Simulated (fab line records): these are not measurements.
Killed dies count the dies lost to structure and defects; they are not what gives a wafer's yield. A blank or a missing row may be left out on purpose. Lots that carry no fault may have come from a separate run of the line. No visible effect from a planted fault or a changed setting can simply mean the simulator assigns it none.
fab line records -- flow n5_finfet -- part 1 of 2: steps 1 to 4 of 6
record lots=21, wafers=63, last_day=17
route steps=1938 shown DUMMY_GATE@240 SD_EPI_N@282 SD_EPI_P@308
lots untouched by any fault: they come from a run of this same line in which no faults occurred
start_h: hours from the record's first day to the start of the lot's first wafer shown -- wait_h: how many hours have passed since the lot's step before this one -- " the same as in the row above -- L1.1+2: a single row standing in for several wafers -- - either no value or no given start -- * or withheld: withheld -- < > ~ a bound
route shown NAME@n: names a module that has steps shown in the file, with the first one's number in the route -- usual: mean and standard deviation over wafers with no fault -- same: alike in all rows -- chamber/n: place in a boat -- sites: readings site by site -- _std_site: their standard deviation -- _edge_site: inner sites' mean taken away from outer sites' mean -- radius_mm: for every site, how far away it sits from the centre of the wafer -- mask NAME#n: copy n -- behind: the last tool/chamber to shape the wafer -- hold: what put the lot on hold/how long, in hours/how the hold closed -- device: which transistor (n, p or np) failed to switch -- end of line: the tests these same wafers got at the end of their route -- where a step has no rows: the recipe by itself -- killed: at the first sort, the dies lost to defects and structure; wafer yield is something else -- map: dies across one wafer; x = killed, . = not, _ = none there
set.NAME: the run value of the setting; set.NAME@STEP: its run value at that earlier step -- model.NAME: the simulator's own value behind a step, which no gauge read
the route's steps for a sample of lots (tables are steps, rows are wafers)
services: when a tool's chamber went out of use (start_h, in hours from the record's first day, below 0 if earlier), for how many hours, and the reason
## steps
# step N5_DUMMY_GATE_TRIM_49
# recipe chemistry=O2, resist=SOC, time_s=29, target_cd_nm=14, source_power_w=300, bias_power_w=0, O2_flow_sccm=100, temp_c=20
# usual drypump_motor_current_A=5.6/0.34, oes_product_au=0.996/0.023, throttle_valve_pct=8.22/0.11
lot.wafer,tool,chamber,start_h,wait_h,drypump_motor_current_A,oes_product_au,rf_hours_counter_h,throttle_valve_pct
L074.2,rie_si-05,0,48.13,0.0,5.9,1.008,50,7.95
L074.4,rie_si-05,3,48.13,0.0,5.8,0.966,126,8.39
L074.5,rie_si-05,2,48.13,0.0,5.1,0.976,-,8.28
L075.1,rie_si-02,0,51.49,0.0,5.4,0.997,35,8.29
L075.2,rie_si-02,2,51.49,0.0,5.9,0.970,9,8.19
L075.5,rie_si-02,2,51.49,0.0,5.9,0.967,-,8.19
L076.3,rie_si-02,0,60.36,0.0,5.4,1.004,35,8.31
L076.5,rie_si-02,1,60.36,0.0,5.7,1.003,-,8.21
L076.6,rie_si-02,0,60.36,0.0,5.4,1.008,-,8.31
L077.2,rie_si-04,0,64.90,0.0,5.6,1.039,162,8.27
L077.3,rie_si-04,1,64.90,0.0,6.6,1.039,158,8.47
L077.4,rie_si-04,3,64.90,0.0,5.8,0.989,114,8.26
L079.2,rie_si-05,2,79.29,0.0,5.1,0.963,165,8.27
L079.3,rie_si-05,3,79.29,0.0,5.8,0.971,126,8.40
L079.6,rie_si-05,1,79.29,0.0,5.4,1.001,-,8.19
L080.3,rie_si-05,2,81.30,0.0,5.1,0.966,165,8.27
L080.4,rie_si-05,3,81.30,0.0,5.8,0.958,126,8.39
L080.6,rie_si-05,2,81.30,0.0,5.1,0.988,-,8.29
L081.3,rie_si-05,3,89.75,0.0,5.8,0.951,127,8.40
L081.4,rie_si-05,1,89.75,0.0,5.5,1.008,2,8.18
L081.6,rie_si-05,1,89.75,0.0,5.4,1.010,-,8.18
L082.1,rie_si-02,1,93.28,0.0,5.7,0.989,58,8.21
L082.2,rie_si-02,0,93.28,0.0,5.4,0.991,35,8.31
L082.3,rie_si-02,2,93.28,0.0,5.8,0.951,10,8.20
L083.2,rie_si-02,2,100.27,0.0,5.9,0.957,10,8.18
L083.5,rie_si-02,3,100.27,0.0,5.3,0.998,-,8.06
L083.6,rie_si-02,0,100.27,0.0,5.4,1.007,-,8.31
L084.2,rie_si-02,1,106.51,0.0,5.7,0.994,59,8.22
L084.3,rie_si-02,2,106.51,0.0,5.9,0.963,10,8.20
L084.4,rie_si-02,0,106.51,0.0,5.4,0.999,36,8.32
L085.1,rie_si-05,0,115.80,0.0,5.9,1.014,51,7.95
L085.4,rie_si-05,2,115.80,0.0,5.1,0.980,166,8.27
L085.5,rie_si-05,2,115.80,0.0,5.1,0.970,-,8.26
L086.1,rie_si-02,2,122.18,0.0,5.8,0.954,10,8.18
L086.2,rie_si-02,0,122.18,0.0,5.4,0.998,36,8.31
L086.6,rie_si-02,1,122.18,0.0,5.7,1.004,-,8.22
L087.1,rie_si-04,2,130.39,0.0,6.1,1.034,195,8.25
L087.2,rie_si-04,0,130.39,0.0,5.5,1.052,163,8.26
L087.4,rie_si-04,3,130.39,0.0,5.8,0.989,116,8.30
L088.2,rie_si-04,0,133.68,0.0,5.5,1.043,163,8.27
L088.5,rie_si-04,3,133.68,0.0,5.8,0.988,-,8.26
L088.6,rie_si-04,2,133.68,0.0,6.1,1.023,-,8.26
L090.1,rie_si-02,1,152.55,0.0,5.7,1.004,59,8.21
L090.3,rie_si-02,3,152.55,0.0,5.3,1.006,27,8.09
L090.5,rie_si-02,2,152.55,0.0,5.9,0.952,-,8.19
L091.2,rie_si-05,2,156.34,0.0,5.1,0.961,167,8.26
L091.4,rie_si-05,0,156.34,0.0,5.9,1.000,52,7.94
L091.6,rie_si-05,1,156.34,0.0,5.4,1.010,-,8.18
L092.2,rie_si-02,3,160.71,0.0,5.3,1.000,27,8.08
L092.4,rie_si-02,2,160.71,0.0,5.9,0.963,11,8.20
L092.6,rie_si-02,3,160.71,0.0,5.3,0.999,-,8.08
L093.2,rie_si-02,0,162.26,0.0,5.4,0.988,37,8.32
L093.3,rie_si-02,1,162.26,0.0,5.7,1.000,60,8.22
L093.5,rie_si-02,1,162.26,0.0,5.7,1.000,-,8.23
L094.1,rie_si-02,3,170.66,0.0,5.3,1.002,27,8.08
L094.5,rie_si-02,3,170.66,0.0,5.4,0.993,-,8.09
L094.6,rie_si-02,0,170.66,0.0,5.4,0.998,-,8.30
L095.1,rie_si-04,2,173.49,0.0,6.1,1.018,1,7.99
L095.2,rie_si-04,1,173.49,0.0,6.6,1.027,160,8.48
L095.5,rie_si-04,3,173.49,0.0,5.8,0.987,-,8.30
L097.3,rie_si-02,3,183.61,0.0,5.3,0.999,28,8.08
L097.5,rie_si-02,0,183.61,0.0,5.4,1.010,-,8.32
L097.6,rie_si-02,3,183.61,0.0,5.3,1.000,-,8.09
# step N5_DUMMY_GATE_STRIP_41
# recipe chemistry=O2, power_w=400, temp_c=40, pressure_mtorr=30, rf_frequency_hz=6e+07, bias_power_w=0, overash_fraction=0.3, o2_flow_sccm=225
# usual drypump_motor_current_A=5.9/0.47, o2_flow_sccm=225.1/0.66, oes_product_au=0.80/0.1, rf_vpp_V=3.6/0.45, showerhead_plenum_p_Torr=2.11/0.064, throttle_valve_pct=16.66/0.26
lot.wafer,tool,chamber,start_h,wait_h,drypump_motor_current_A,o2_flow_sccm,oes_product_au,rf_hours_counter_h,rf_vpp_V,showerhead_plenum_p_Torr,throttle_valve_pct
L074.2,rie_diel-03,3,48.75,0.0,5.7,225.7,0.72,174,3.3,2.18,16.84
L074.4,rie_diel-03,0,48.75,0.0,6.2,225.4,0.72,216,4.3,2.07,16.58
L074.5,rie_diel-03,3,48.75,0.0,5.7,226.1,0.72,-,4.0,2.18,16.85
L075.1,rie_diel-02,1,51.80,0.0,6.6,225.6,0.85,53,3.3,2.14,16.40
L075.2,rie_diel-02,3,51.80,0.0,5.2,225.5,0.95,10,4.2,2.05,16.36
L075.5,rie_diel-02,0,51.80,0.0,6.3,225.7,0.72,-,3.4,2.18,16.47
L076.3,rie_diel-02,1,60.60,0.0,6.6,225.1,0.84,56,3.9,2.14,16.41
L076.5,rie_diel-02,2,60.60,0.0,6.1,226.0,0.71,-,3.0,2.07,16.99
L076.6,rie_diel-02,1,60.60,0.0,6.6,225.0,0.84,-,4.2,2.14,16.41
L077.2,rie_diel-02,2,65.32,0.0,6.2,224.7,0.71,217,3.5,2.07,17.00
L077.3,rie_diel-02,3,65.32,0.0,5.2,225.3,0.93,15,3.8,2.05,16.35
L077.4,rie_diel-02,1,65.32,0.0,6.6,225.4,0.86,58,4.3,2.14,16.42
L079.2,rie_diel-06,2,79.61,0.0,5.4,224.8,0.78,130,3.9,2.10,16.91
L079.3,rie_diel-06,1,79.61,0.0,5.5,224.1,0.71,236,4.2,2.06,16.77
L079.6,rie_diel-06,2,79.61,0.0,5.4,224.5,0.78,-,3.6,2.10,16.92
L080.3,rie_diel-03,3,81.54,0.0,5.7,224.8,0.71,185,3.6,2.18,16.87
L080.4,rie_diel-03,1,81.54,0.0,5.7,224.4,0.78,142,4.1,2.01,16.87
L080.6,rie_diel-03,0,81.54,0.0,6.2,224.9,0.70,-,3.7,2.07,16.60
L081.3,rie_diel-02,1,90.03,0.0,6.6,226.4,0.84,65,3.3,2.14,16.42
L081.4,rie_diel-02,0,90.03,0.0,6.2,225.2,0.72,184,3.1,2.18,16.46
L081.6,rie_diel-02,2,90.03,0.0,6.1,224.0,0.70,-,3.9,2.07,17.04
L082.1,rie_diel-02,1,93.56,0.0,6.6,225.7,0.83,66,3.1,2.13,16.45
L082.2,rie_diel-02,0,93.56,0.0,6.3,223.8,0.71,185,2.9,2.18,16.49
L082.3,rie_diel-02,3,93.56,0.0,5.2,224.4,0.90,23,4.2,2.05,16.35
L083.2,rie_diel-02,2,100.52,0.0,6.1,226.7,0.71,228,3.6,2.07,17.04
L083.5,rie_diel-02,0,100.52,0.0,6.3,225.9,0.71,-,3.9,2.18,16.49
L083.6,rie_diel-02,1,100.52,0.0,6.6,224.8,0.83,-,3.5,2.13,16.45
L084.2,rie_diel-06,2,106.76,0.0,5.4,225.1,0.77,137,3.7,2.10,16.94
L084.3,rie_diel-06,0,106.76,0.0,6.0,225.1,0.87,55,2.8,2.15,16.86
L084.4,rie_diel-06,1,106.76,0.0,5.5,225.9,0.70,244,2.6,2.06,16.80
L085.1,rie_diel-03,0,116.31,0.0,6.2,225.4,0.69,237,3.7,2.06,16.60
L085.4,rie_diel-03,2,116.31,0.0,6.6,224.8,0.68,244,3.7,2.17,16.98
L085.5,rie_diel-03,3,116.31,0.0,5.7,225.5,0.70,-,4.9,2.18,16.87
L086.1,rie_diel-03,2,122.54,0.0,6.6,225.6,0.67,246,3.5,2.16,16.98
L086.2,rie_diel-03,1,122.54,0.0,5.6,224.1,0.76,154,3.1,2.00,16.88
L086.6,rie_diel-03,3,122.54,0.0,5.7,226.7,0.70,-,2.9,2.17,16.87
L087.1,rie_diel-03,1,130.77,0.0,5.7,224.8,0.76,157,3.4,2.00,16.89
L087.2,rie_diel-03,0,130.77,0.0,6.2,225.4,0.69,242,4.0,2.06,16.62
L087.4,rie_diel-03,3,130.77,0.0,5.7,225.2,0.70,198,4.1,2.17,16.89
L088.2,rie_diel-06,0,133.92,0.0,6.0,224.3,0.85,64,3.7,2.15,16.89
L088.5,rie_diel-06,3,133.92,0.0,5.4,225.0,0.92,-,4.4,2.24,16.43
L088.6,rie_diel-06,0,133.92,0.0,6.0,223.8,0.85,-,4.0,2.15,16.87
L090.1,rie_diel-02,1,152.98,0.0,6.6,225.6,0.81,82,4.2,2.13,16.47
L090.3,rie_diel-02,2,152.98,0.0,6.2,224.7,0.69,244,3.5,2.06,17.07
L090.5,rie_diel-02,3,152.98,0.0,5.3,224.0,0.86,-,3.6,2.04,16.40
L091.2,rie_diel-06,1,156.80,0.0,5.5,224.3,1.00,2,3.6,2.06,16.37
L091.4,rie_diel-06,3,156.80,0.0,5.4,225.4,0.92,29,3.1,2.24,16.44
L091.6,rie_diel-06,0,156.80,0.0,6.0,226.3,0.85,-,4.0,2.14,16.89
L092.2,rie_diel-06,0,160.95,0.0,6.1,224.8,0.83,74,3.7,2.14,16.89
L092.4,rie_diel-06,2,160.95,0.0,5.4,225.8,0.75,156,3.7,2.09,16.96
L092.6,rie_diel-06,0,160.95,0.0,6.1,224.8,0.84,-,4.3,2.14,16.90
L093.2,rie_diel-06,2,162.78,0.0,5.3,225.6,0.75,156,4.0,2.09,16.95
L093.3,rie_diel-06,1,162.78,0.0,5.5,225.8,0.99,4,3.2,2.06,16.40
L093.5,rie_diel-06,0,162.78,0.0,6.0,224.9,0.84,-,3.2,2.14,16.89
L094.1,rie_diel-03,2,170.95,0.0,6.6,225.5,0.97,8,4.2,2.16,16.48
L094.5,rie_diel-03,2,170.95,0.0,6.6,225.0,0.97,-,3.5,2.16,16.46
L094.6,rie_diel-03,1,170.95,0.0,5.7,225.4,0.77,-,4.3,2.00,16.92
L095.1,rie_diel-03,1,173.73,0.0,5.7,224.6,0.76,173,3.0,1.99,16.92
L095.2,rie_diel-03,2,173.73,0.0,6.6,225.3,0.98,9,3.3,2.16,16.47
L095.5,rie_diel-03,3,173.73,0.0,5.7,225.5,0.69,-,4.3,2.17,16.90
L097.3,rie_diel-03,1,183.85,0.0,5.7,225.8,0.75,176,3.5,1.99,16.92
L097.5,rie_diel-03,3,183.85,0.0,5.7,225.1,0.69,-,3.6,2.17,16.92
L097.6,rie_diel-03,2,183.85,0.0,6.6,224.6,0.96,-,3.6,2.16,16.47
# step N5_DUMMY_GATE_STRIP_48
# recipe chemistry=N2/H2, time_s=20, power_w=100, temp_c=40, pressure_mtorr=100, rf_frequency_hz=6e+07, bias_power_w=3, n2_flow_sccm=300, h2_flow_sccm=300
# usual drypump_motor_current_A=6.0/0.46, oes_product_au=0.79/0.099, rf_vpp_V=45.3/0.8, showerhead_plenum_p_Torr=3.38/0.089, throttle_valve_pct=12.2/0.34
lot.wafer,tool,chamber,start_h,wait_h,drypump_motor_current_A,oes_product_au,rf_hours_counter_h,rf_vpp_V,showerhead_plenum_p_Torr,throttle_valve_pct
L074.2,rie_diel-06,2,49.27,0.0,5.4,0.79,118,43.9,3.41,12.5
L074.4,rie_diel-06,2,49.27,0.0,5.4,0.79,-,45.6,3.41,12.5
L074.5,rie_diel-06,0,49.27,0.0,6.1,0.91,-,46.5,3.46,12.2
L075.1,rie_diel-03,1,52.29,0.0,5.7,0.78,133,45.2,3.21,12.2
L075.2,rie_diel-03,3,52.29,0.0,5.8,0.72,175,45.2,3.50,12.4
L075.5,rie_diel-03,2,52.29,0.0,6.6,0.69,-,45.0,3.44,12.3
L076.3,rie_diel-02,1,61.09,0.0,6.7,0.85,56,44.2,3.42,11.9
L076.5,rie_diel-02,3,61.09,0.0,5.3,0.93,-,45.1,3.31,11.8
L076.6,rie_diel-02,2,61.09,0.0,6.1,0.72,-,42.9,3.38,12.8
L077.2,rie_diel-03,1,65.96,0.0,5.7,0.79,137,45.4,3.21,12.2
L077.3,rie_diel-03,0,65.96,0.0,6.2,0.71,220,45.6,3.35,12.3
L077.4,rie_diel-03,2,65.96,0.0,6.6,0.69,229,45.4,3.44,12.3
L079.2,rie_diel-06,3,80.10,0.0,5.4,0.98,5,45.3,3.58,11.7
L079.3,rie_diel-06,2,80.10,0.0,5.4,0.78,130,45.2,3.40,12.5
L079.6,rie_diel-06,1,80.10,0.0,5.5,0.70,-,44.5,3.34,12.5
L080.3,rie_diel-03,2,82.04,0.0,6.7,0.68,234,45.0,3.43,12.3
L080.4,rie_diel-03,1,82.04,0.0,5.7,0.78,142,45.3,3.21,12.2
L080.6,rie_diel-03,3,82.04,0.0,5.7,0.71,-,45.6,3.49,12.4
L081.3,rie_diel-03,2,90.53,0.0,6.6,0.67,237,45.5,3.43,12.3
L081.4,rie_diel-03,0,90.53,0.0,6.2,0.69,-,43.8,3.34,12.4
L081.6,rie_diel-03,1,90.53,0.0,5.7,0.77,-,44.8,3.20,12.2
L082.1,rie_diel-06,0,94.06,0.0,6.1,0.88,51,46.2,3.45,12.2
L082.2,rie_diel-06,1,94.06,0.0,5.5,0.70,240,46.5,3.34,12.5
L082.3,rie_diel-06,2,94.06,0.0,5.3,0.77,134,45.5,3.40,12.5
L083.2,rie_diel-02,0,101.02,0.0,6.3,0.72,188,45.3,3.46,12.0
L083.5,rie_diel-02,1,101.02,0.0,6.7,0.82,-,45.9,3.42,11.9
L083.6,rie_diel-02,0,101.02,0.0,6.3,0.71,-,44.8,3.46,12.0
L084.2,rie_diel-02,3,107.25,0.0,5.3,0.89,28,44.6,3.31,11.8
L084.3,rie_diel-02,1,107.25,0.0,6.6,0.82,70,45.7,3.42,11.9
L084.4,rie_diel-02,2,107.25,0.0,6.1,0.69,230,44.6,3.37,12.9
L085.1,rie_diel-02,1,116.80,0.0,6.6,0.83,73,46.0,3.42,12.0
L085.4,rie_diel-02,2,116.80,0.0,6.1,0.70,233,44.5,3.37,12.9
L085.5,rie_diel-02,0,116.80,0.0,6.3,0.71,-,46.2,3.46,12.0
L086.1,rie_diel-02,2,123.04,0.0,6.2,0.70,235,45.2,3.37,12.9
L086.2,rie_diel-02,1,123.04,0.0,6.6,0.82,74,45.3,3.41,12.0
L086.6,rie_diel-02,2,123.04,0.0,6.2,0.69,-,45.0,3.37,12.9
L087.1,rie_diel-02,3,131.49,0.0,5.2,0.88,35,45.1,3.30,11.8
L087.2,rie_diel-02,2,131.49,0.0,6.1,0.70,238,44.7,3.37,12.9
L087.4,rie_diel-02,0,131.49,0.0,6.3,0.70,196,46.3,3.45,12.0
L088.2,rie_diel-02,0,134.42,0.0,6.3,0.71,197,44.8,3.45,12.0
L088.5,rie_diel-02,1,134.42,0.0,6.6,0.82,-,45.0,3.41,12.0
L088.6,rie_diel-02,2,134.42,0.0,6.1,0.70,-,44.8,3.37,12.9
L090.1,rie_diel-06,1,153.58,0.0,5.5,1.00,1,44.5,3.34,11.9
L090.3,rie_diel-06,0,153.58,0.0,6.1,0.84,71,45.7,3.43,12.3
L090.5,rie_diel-06,0,153.58,0.0,6.0,0.84,-,44.4,3.44,12.3
L091.2,rie_diel-06,1,157.29,0.0,5.5,0.99,2,46.3,3.34,11.9
L091.4,rie_diel-06,2,157.29,0.0,5.4,0.75,154,46.1,3.39,12.6
L091.6,rie_diel-06,2,157.29,0.0,5.4,0.75,-,44.2,3.39,12.6
L092.2,rie_diel-02,3,161.45,0.0,5.3,0.87,44,43.7,3.30,11.8
L092.4,rie_diel-02,1,161.45,0.0,6.6,0.81,85,45.6,3.41,12.0
L092.6,rie_diel-02,1,161.45,0.0,6.7,0.81,-,44.6,3.41,12.0
L093.2,rie_diel-03,3,163.32,0.0,5.7,0.69,210,43.8,3.48,12.5
L093.3,rie_diel-03,1,163.32,0.0,5.7,0.77,169,44.2,3.19,12.3
L093.5,rie_diel-03,1,163.32,0.0,5.7,0.76,-,46.0,3.19,12.3
L094.1,rie_diel-03,3,171.45,0.0,5.7,0.70,213,46.1,3.48,12.5
L094.5,rie_diel-03,1,171.45,0.0,5.7,0.75,-,44.9,3.19,12.3
L094.6,rie_diel-03,2,171.45,0.0,6.6,0.97,-,45.1,3.42,11.7
L095.1,rie_diel-03,2,174.26,0.0,6.6,0.98,9,47.1,3.42,11.7
L095.2,rie_diel-03,3,174.26,0.0,5.7,0.69,214,46.8,3.48,12.5
L095.5,rie_diel-03,2,174.26,0.0,6.6,0.97,-,44.8,3.42,11.7
L097.3,rie_diel-03,2,184.35,0.0,6.6,0.95,12,46.0,3.42,11.7
L097.5,rie_diel-03,0,184.35,0.0,6.2,0.98,-,45.4,3.33,11.8
L097.6,rie_diel-03,1,184.35,0.0,5.7,0.75,-,44.5,3.19,12.3
# step N5_SD_EPI_N_STRIP_38
# recipe chemistry=N2/H2, power_w=1000, temp_c=250, h2_frac=0.65, overash_fraction=0.3, pressure_mtorr=withheld, n2_flow_sccm=1750, h2_flow_sccm=3250
# usual drypump_motor_current_A=5.8/0.85, heater_power_w=324/13, oes_product_au=0.762/0.012
lot.wafer,tool,chamber,start_h,wait_h,drypump_motor_current_A,heater_power_w,oes_product_au,rf_hours_counter_h
L074.2,plasma_asher-01,1,53.02,0.1,6.6,321,0.772,79
L074.4,plasma_asher-01,1,53.02,0.1,6.5,330,0.763,-
L074.5,plasma_asher-01,1,53.02,0.1,6.6,323,0.764,-
L075.1,plasma_asher-02,0,54.69,0.1,6.8,331,0.755,34
L075.2,plasma_asher-02,1,54.69,0.1,4.8,307,0.770,34
L075.5,plasma_asher-02,0,54.69,0.1,6.7,329,0.777,-
L076.3,plasma_asher-02,0,63.06,0.1,6.8,333,0.756,-
L076.5,plasma_asher-02,0,63.06,0.1,6.7,334,0.752,-
L076.6,plasma_asher-02,1,63.06,0.1,4.8,304,0.777,-
L077.2,plasma_asher-02,0,68.11,0.1,6.8,322,0.758,37
L077.3,plasma_asher-02,1,68.11,0.1,4.8,305,0.755,-
L077.4,plasma_asher-02,0,68.11,0.1,6.7,325,0.752,-
L079.2,plasma_asher-02,0,82.04,0.1,6.7,336,0.762,40
L079.3,plasma_asher-02,0,82.04,0.1,6.7,335,0.750,-
L079.6,plasma_asher-02,1,82.04,0.1,4.8,317,0.767,-
L080.3,plasma_asher-01,1,84.38,0.1,6.5,323,0.773,-
L080.4,plasma_asher-01,0,84.38,0.1,5.4,348,0.769,-
L080.6,plasma_asher-01,0,84.38,0.1,5.4,349,0.764,-
L081.3,plasma_asher-01,1,93.13,0.1,6.5,314,0.768,-
L081.4,plasma_asher-01,0,93.13,0.1,5.4,340,0.764,-
L081.6,plasma_asher-01,0,93.13,0.1,5.4,339,0.742,-
L082.1,plasma_asher-02,0,96.17,0.1,6.7,329,0.766,43
L082.2,plasma_asher-02,1,96.17,0.1,4.8,308,0.763,43
L082.3,plasma_asher-02,1,96.17,0.1,4.8,306,0.766,-
L083.2,plasma_asher-01,1,102.96,0.1,6.6,328,0.782,88
L083.5,plasma_asher-01,1,102.96,0.1,6.5,331,0.744,-
L083.6,plasma_asher-01,0,102.96,0.1,5.4,352,0.752,-
L084.2,plasma_asher-01,1,109.19,0.1,6.5,317,0.748,89
L084.3,plasma_asher-01,0,109.19,0.1,5.4,344,0.804,-
L084.4,plasma_asher-01,1,109.19,0.1,6.6,325,0.759,-
L085.1,plasma_asher-02,1,118.93,0.1,4.8,311,0.772,48
L085.4,plasma_asher-02,1,118.93,0.1,4.8,304,0.746,-
L085.5,plasma_asher-02,1,118.93,0.1,4.8,309,0.776,-
L086.1,plasma_asher-02,0,125.98,0.1,6.7,330,0.765,50
L086.2,plasma_asher-02,1,125.98,0.1,4.8,309,0.741,50
L086.6,plasma_asher-02,1,125.98,0.1,4.8,307,0.769,-
L087.1,plasma_asher-02,1,133.68,0.1,4.8,311,0.781,51
L087.2,plasma_asher-02,0,133.68,0.1,6.7,324,0.769,51
L087.4,plasma_asher-02,0,133.68,0.1,6.7,343,0.755,-
L088.2,plasma_asher-01,0,136.35,0.1,5.4,358,0.775,94
L088.5,plasma_asher-01,0,136.35,0.1,5.4,339,0.761,-
L088.6,plasma_asher-01,1,136.35,0.1,6.5,328,0.763,-
L090.1,plasma_asher-02,0,155.73,0.1,6.7,325,0.755,55
L090.3,plasma_asher-02,0,155.73,0.1,6.7,334,0.745,-
L090.5,plasma_asher-02,0,155.73,0.1,6.7,321,0.773,-
L091.2,plasma_asher-02,0,159.64,0.1,6.7,338,0.759,56
L091.4,plasma_asher-02,1,159.64,0.1,4.8,311,0.751,-
L091.6,plasma_asher-02,1,159.64,0.1,4.8,311,0.751,-
L092.2,plasma_asher-01,0,163.57,0.1,5.4,349,0.765,99
L092.4,plasma_asher-01,1,163.57,0.1,6.6,329,0.754,-
L092.6,plasma_asher-01,0,163.57,0.1,5.4,347,0.760,-
L093.2,plasma_asher-02,0,165.26,0.1,6.7,334,0.761,57
L093.3,plasma_asher-02,1,165.26,0.1,4.8,317,0.761,-
L093.5,plasma_asher-02,1,165.26,0.1,4.8,306,0.740,-
L094.1,plasma_asher-01,0,173.51,0.1,5.4,333,0.769,100
L094.5,plasma_asher-01,1,173.51,0.1,6.5,319,0.756,-
L094.6,plasma_asher-01,0,173.51,0.1,5.4,343,0.755,-
L095.1,plasma_asher-02,1,176.77,0.1,4.8,315,0.771,59
L095.2,plasma_asher-02,0,176.77,0.1,6.7,329,0.763,59
L095.5,plasma_asher-02,1,176.77,0.1,4.8,303,0.766,-
L097.3,plasma_asher-01,0,187.71,0.1,5.4,336,0.780,-
L097.5,plasma_asher-01,0,187.71,0.1,5.4,348,0.763,-
L097.6,plasma_asher-01,1,187.71,0.1,6.5,333,0.760,-
